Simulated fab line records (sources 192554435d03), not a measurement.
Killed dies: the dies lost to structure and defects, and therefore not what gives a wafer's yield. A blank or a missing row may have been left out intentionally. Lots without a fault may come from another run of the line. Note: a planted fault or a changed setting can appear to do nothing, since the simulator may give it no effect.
Lot-split experiment :: flow n5_finfet :: route with 1938 steps; 7 lots, 21 wafers read

== THE SPLIT ==
At N5_PASSIVATION_PASS_ETCH_47 (etches SiNx in CF4/O2, target depth 770 nm, time 385 s), the setting source_w was moved away from the recipe's 535 W on 7 of the 21 wafers read, by -11.1% to +12.0%. For the rest of the wafers, this setting stayed at what the recipe calls for.

Reading taken at the split's own step.

== THE READING ==
etch.depth_nm (the simulator's own value, which no gauge read), in nm, at N5_PASSIVATION_PASS_ETCH_47 (etches SiNx in CF4/O2, target depth 770 nm, time 385 s). No usual value for it is given in the file. The 14 wafers here that ran the recipe average 768.2 nm, standard deviation 19 nm.

wafer: L075.1
tool, chamber at the split: rie_diel-05, 1
source_w as run, W: 475.8
against the recipe: -11.1%
etch.depth_nm, nm: 689.5
against lot-mates on the recipe: -63.5

wafer: L075.2
tool, chamber at the split: rie_diel-05, 0
source_w as run, W: 475.8
against the recipe: -11.1%
etch.depth_nm, nm: 705.3
against lot-mates on the recipe: -47.7

wafer: L075.5
tool, chamber at the split: rie_diel-05, 1
source_w as run, W: 535
against the recipe: recipe
etch.depth_nm, nm: 753
against lot-mates on the recipe: -

wafer: L082.1
tool, chamber at the split: rie_diel-04, 2
source_w as run, W: 535
against the recipe: recipe
etch.depth_nm, nm: 771.3
against lot-mates on the recipe: -

wafer: L082.2
tool, chamber at the split: rie_diel-04, 3
source_w as run, W: 535
against the recipe: recipe
etch.depth_nm, nm: 789.1
against lot-mates on the recipe: -

wafer: L082.4
tool, chamber at the split: rie_diel-04, 0
source_w as run, W: 535
against the recipe: recipe
etch.depth_nm, nm: 747.2
against lot-mates on the recipe: -

wafer: L087.3
tool, chamber at the split: rie_diel-01, 0
source_w as run, W: 535
against the recipe: recipe
etch.depth_nm, nm: 759.5
against lot-mates on the recipe: -

wafer: L087.5
tool, chamber at the split: rie_diel-01, 0
source_w as run, W: 535
against the recipe: recipe
etch.depth_nm, nm: 763.4
against lot-mates on the recipe: -

wafer: L087.6
tool, chamber at the split: rie_diel-01, 1
source_w as run, W: 535
against the recipe: recipe
etch.depth_nm, nm: 803.1
against lot-mates on the recipe: -

wafer: L090.4
tool, chamber at the split: rie_diel-01, 1
source_w as run, W: 535
against the recipe: recipe
etch.depth_nm, nm: 803.6
against lot-mates on the recipe: -

wafer: L090.5
tool, chamber at the split: rie_diel-01, 0
source_w as run, W: 535
against the recipe: recipe
etch.depth_nm, nm: 767.3
against lot-mates on the recipe: -

wafer: L090.6
tool, chamber at the split: rie_diel-01, 1
source_w as run, W: 599.3
against the recipe: +12.0%
etch.depth_nm, nm: 890.8
against lot-mates on the recipe: +105.3

wafer: L091.3
tool, chamber at the split: rie_diel-05, 1
source_w as run, W: 588.1
against the recipe: +9.9%
etch.depth_nm, nm: 830.9
against lot-mates on the recipe: +66.9

wafer: L091.4
tool, chamber at the split: rie_diel-05, 3
source_w as run, W: 535
against the recipe: recipe
etch.depth_nm, nm: 763.2
against lot-mates on the recipe: -

wafer: L091.5
tool, chamber at the split: rie_diel-05, 1
source_w as run, W: 535
against the recipe: recipe
etch.depth_nm, nm: 764.9
against lot-mates on the recipe: -

wafer: L092.1
tool, chamber at the split: rie_diel-04, 0
source_w as run, W: 535
against the recipe: recipe
etch.depth_nm, nm: 730
against lot-mates on the recipe: -

wafer: L092.4
tool, chamber at the split: rie_diel-04, 2
source_w as run, W: 535
against the recipe: recipe
etch.depth_nm, nm: 762
against lot-mates on the recipe: -

wafer: L092.5
tool, chamber at the split: rie_diel-04, 2
source_w as run, W: 506.5
against the recipe: -5.3%
etch.depth_nm, nm: 727.7
against lot-mates on the recipe: -18.3

wafer: L097.3
tool, chamber at the split: rie_diel-04, 2
source_w as run, W: 566.3
against the recipe: +5.9%
etch.depth_nm, nm: 818.9
against lot-mates on the recipe: +41.4

wafer: L097.4
tool, chamber at the split: rie_diel-04, 2
source_w as run, W: 535
against the recipe: recipe
etch.depth_nm, nm: 777.5
against lot-mates on the recipe: -

wafer: L097.5
tool, chamber at the split: rie_diel-04, 1
source_w as run, W: 566.3
against the recipe: +5.9%
etch.depth_nm, nm: 804.6
against lot-mates on the recipe: +27.1

THE FIT
A straight line over all 21 wafers: etch.depth_nm changes by +7.48 nm for each +1% of source_w; r = +0.91; the points scatter about the line by 19 nm.
The same after taking each lot's own level away (the mean of its wafers on the recipe; 21 wafers): +6.22 nm for each +1%; r = +0.91; scatter 16 nm.
That fit puts the effect of the largest move of source_w on the reading at 75 nm.
From 746.00 to 785.45 nm: that is the span of the lots' own levels, equal to 2.0 times the standard deviation above.
So the slope is not independent of the lot-to-lot level: the two fits are not the same.
Check: +67.5 nm against its lot-mates is what the line predicts for one of the wafers moved furthest among these (+12.0%) when that wafer is left out of the fit. It came out at +105 nm against them.

== THESE WAFERS: OTHER SPLITS ==
Before the reading, these wafers also passed through other splits. Each is held against what the fit with the lots' levels taken away leaves over:
other split on the same wafers: N5_BEOL_M14_ETCH_59 time_s
wafers away from the commonest value: 6
r with etch.depth_nm (lot level and that fit taken away): +0.08

other split on the same wafers: N5_BEOL_M15_EXPOSE_07 dose_mj
wafers away from the commonest value: 9
r with etch.depth_nm (lot level and that fit taken away): +0.10

== FILE'S OWN FIT ==
etch.depth_nm changes by +6.64 nm for each +1% of source_w, r = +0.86.
